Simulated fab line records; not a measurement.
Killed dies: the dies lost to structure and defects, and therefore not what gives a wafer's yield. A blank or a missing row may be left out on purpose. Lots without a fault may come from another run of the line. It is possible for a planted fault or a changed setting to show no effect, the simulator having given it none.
Struck lot and sound lot, side by side | flow n5_finfet | 14 out of 1938 route steps
Sound: the wafers L714.1, L714.3, L714.5. Struck: wafers L729.2, L729.5 (left out: L729.1, a lot-mate that was not struck); the cause follows at the end.
Each step with rows lists, per side, the tool, then ch with its chambers, then its first start. Under that, the readings that differ: sound wafers | struck wafers | difference of the means | sigmas: that difference in standard deviations of wafers without a fault.
alike: words and numbers the same on both sides, and readings whose means are apart by under 2 such deviations; not compared: readings that were withheld, readings missing a value for some wafer, numbers with overlapping values and no deviation given by the record, and bounds like >300 which may hide the same value.
Wherever a step has rows on one side only, a row that says differs or no value, or a row with sigmas, the two part there. Numbers that have no deviation but don't overlap get no sigmas and don't part them. A reading that every wafer of one side lacks parts them only if that side has two wafers or more.

N5_BEOL_M8_OVL_MEAS_29:
  sound on overlay-02 ch 0, day 9 00:23; struck on overlay-01 ch 0, day 13 16:47
  reading     | sound       | struck    | difference | sigmas
  V7_OVL (nm) | 0.6 0.4 1.0 | -1.2 -0.6 | -1.6       | -2
N5_BEOL_M8_INSPECT_30: inspects for defects (brightfield).
  sound: defect_inspect-01 at day 9 00:27; struck: defect_inspect-02 at day 13 16:50
  alike: raw_defect_count
N5_BEOL_M8_DESCUM_33: chemistry O2, time 7 s.
  sound on rie_diel-04 ch 1,2, day 9 00:29; struck on rie_diel-04 ch 0,3, day 13 16:52
  alike: drypump_motor_current_A, oes_product_au, rf_vpp_V, showerhead_plenum_p_Torr, throttle_valve_pct
  not compared: rf_hours_counter_h
N5_BEOL_M8_ETCH_72: etches underlayer in N2/H2, target depth 6.5 nm, time 5.2 s.
  sound on rie_diel-04 ch 1,2, day 9 00:31; struck on rie_diel-04 ch 0,3, day 13 16:54
  alike: drypump_motor_current_A, etch_rf_on_time_s, oes_product_au, rf_vpp_V, showerhead_plenum_p_Torr, throttle_valve_pct
  not compared: rf_hours_counter_h
then, 4 steps without rows for these wafers: N5_BEOL_M8_ETCH_65 (etches SiARC in CF4, target depth 15.6 nm, time 26 s); N5_BEOL_M8_ETCH_66 (etches SOC in N2/H2, target depth 80 nm, overetch 16 nm, time 120 s); N5_BEOL_M8_STRIP_69 (strips in N2/H2); N5_BEOL_M8_STRIP_73 (strips in N2/H2).
N5_BEOL_M8_VIA_ETCH_34: etches SiCOH lowk in C4F6/O2, target depth 125.5 nm, time 50.5 s.
  sound on rie_diel-04 ch 1,2, day 9 00:40; struck on rie_diel-04 ch 0,3, day 13 17:03
  alike: drypump_motor_current_A, mfc_ar_sccm, oes_product_au, rf_vpp_V, showerhead_plenum_p_Torr, throttle_valve_pct
  not compared: rf_hours_counter_h
then, 1 step without rows for these wafers: N5_BEOL_M8_STRIP_76 (strips in C4F6/O2).
N5_BEOL_M8_STRIP_36: strips in N2/H2.
  sound on rie_diel-04 ch 1,2, day 9 00:43; struck on rie_diel-04 ch 0,3, day 13 17:06
  reading     | sound             | struck      | difference | sigmas
  power_w (W) | 448.9 448.5 448.2 | 452.3 453.3 | +4.3       | +3
  alike: drypump_motor_current_A, oes_product_au, rf_vpp_V, showerhead_plenum_p_Torr, throttle_valve_pct
  not compared: rf_hours_counter_h
N5_BEOL_M8_TRENCH_ETCH_37: etches SiCOH lowk in C4F6/O2, target depth 93.478 nm, time 31.2 s.
  sound: rie_diel-04 ch 1,2; struck: rie_diel-04 ch 0,3
  alike: drypump_motor_current_A, mfc_ar_sccm, oes_product_au, rf_vpp_V, showerhead_plenum_p_Torr, throttle_valve_pct
  not compared: rf_hours_counter_h
N5_BEOL_M8_ETCH_41: etches SiCN in CH3F/O2, target depth 31.9 nm, time 57.8 s.
  sound on rie_diel-04 ch 1,2, day 9 00:47; struck on rie_diel-04 ch 0,3, day 13 17:10
  reading                  | sound             | struck      | difference | sigmas
  model.etch.depth_nm (nm) | 21.66 21.19 21.16 | 18.28 18.94 | -2.73      |
  alike: CH3F_flow_sccm, drypump_motor_current_A, mfc_ar_sccm, oes_product_au, rf_vpp_V, showerhead_plenum_p_Torr, throttle_valve_pct
  not compared: rf_hours_counter_h
then, 1 step without rows for these wafers: N5_BEOL_M8_STRIP_80 (strips in N2/H2, time 10 s).

WHERE THEY PART
At N5_BEOL_M8_OVL_MEAS_29 first; at N5_BEOL_M8_STRIP_36 last (within this record only). Later steps at which nothing parts them and some readings are alike: N5_BEOL_M8_TRENCH_ETCH_37, N5_BEOL_M8_ETCH_41.

WHY: the cause the simulator had injected
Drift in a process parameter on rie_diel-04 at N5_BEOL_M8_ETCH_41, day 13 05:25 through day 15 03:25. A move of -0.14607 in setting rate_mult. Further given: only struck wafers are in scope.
